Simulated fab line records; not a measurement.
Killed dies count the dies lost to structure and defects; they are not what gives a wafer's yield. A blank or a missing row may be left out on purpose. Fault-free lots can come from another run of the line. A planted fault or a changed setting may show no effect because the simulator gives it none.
What tool caused it? | flow nand_harc | 13 lots, 38 wafers sampled, at 1 step of a route of 1159

== WHAT EACH GAUGE READ, for each wafer ==
NHARC_A_SLIT_OVL_MEAS_10. Usual: overlay_x_nm 0.0 nm, standard deviation 0.67; overlay_y_nm -0.3 nm, standard deviation 0.58.
lot  | measured     | on         | overlay_x_nm (nm) | overlay_y_nm (nm) | flag
L975 | day 14 21:22 | overlay-02 | -0.2 -0.5 -0.4    | 0.0 -0.3 -0.2     |
L972 | day 14 21:53 | overlay-02 | 0.6 0.3 0.6       | -0.4 -0.8 -0.4    |
L973 | day 14 22:02 | overlay-01 | -0.6 -0.5 -0.8    | 0.3 -0.3 -0.2     |
L976 | day 14 23:14 | overlay-01 | -0.9 -0.5 -0.6    | 0.2 -0.5 -0.1     |
L974 | day 15 02:56 | overlay-02 | -0.3 0.3 0.0      | -0.4 -0.6 -0.3    |
L979 | day 16 02:04 | overlay-02 | 0.4 -0.5 -0.4     | -0.5 -0.9 -0.3    |
L980 | day 16 11:14 | overlay-02 | 0.4 0.4 0.5       | 0.1 0.3 -0.3      |
L982 | day 16 11:28 | overlay-01 | 1.6 1.4 1.6       | -0.4 -0.4 -0.7    |
L985 | day 17 05:01 | overlay-01 | -0.1 0.2 0.4      | 0.8 0.5 -0.3      |
L987 | day 18 05:39 | overlay-02 | -0.3 -0.4         | -0.9 -0.7         |
L991 | day 19 00:55 | overlay-01 | -0.3 -0.3 -1.1    | -1.1 -1.0 -1.2    |
L992 | day 19 02:00 | overlay-01 | -0.8 -0.7 -1.0    | -1.2 -1.2 -0.7    |
L993 | day 19 10:04 | overlay-02 | -0.4 -0.7 -0.8    | -0.8 -0.5 -0.9    |

== WHAT TOOL EACH LOT RAN ON (gives the tool, then ch and the chambers of the sampled wafers, and finally the start) ==
Before these readings, the record contains no process step.

== AS READ BY THE TOOLS THEMSELVES (means over the sampled wafers that have a number; for cases with no such wafer, the mark the record gives instead) ==
The record holds no such reading with a usual standard deviation.

== THE ANSWER, worked out from the rows above alone ==
Rule: a lot counts as off when the mean over its wafers that have a number is more than 3 standard deviations away from the usual mean. Also off: a lot with no number at a reading for which 4 or more lots have one. All remaining lots with rows at the step are treated as sound. First the gauges in route order, then the tools' own readings, where a lot's mean is used as printed above. At the first step where some lot is off, the reading lying furthest off is the one used; lots without a number count as furthest.
Nothing can be told from this: no lot is off at any reading shown.

== WHAT THE SIMULATOR HAD INSERTED ==
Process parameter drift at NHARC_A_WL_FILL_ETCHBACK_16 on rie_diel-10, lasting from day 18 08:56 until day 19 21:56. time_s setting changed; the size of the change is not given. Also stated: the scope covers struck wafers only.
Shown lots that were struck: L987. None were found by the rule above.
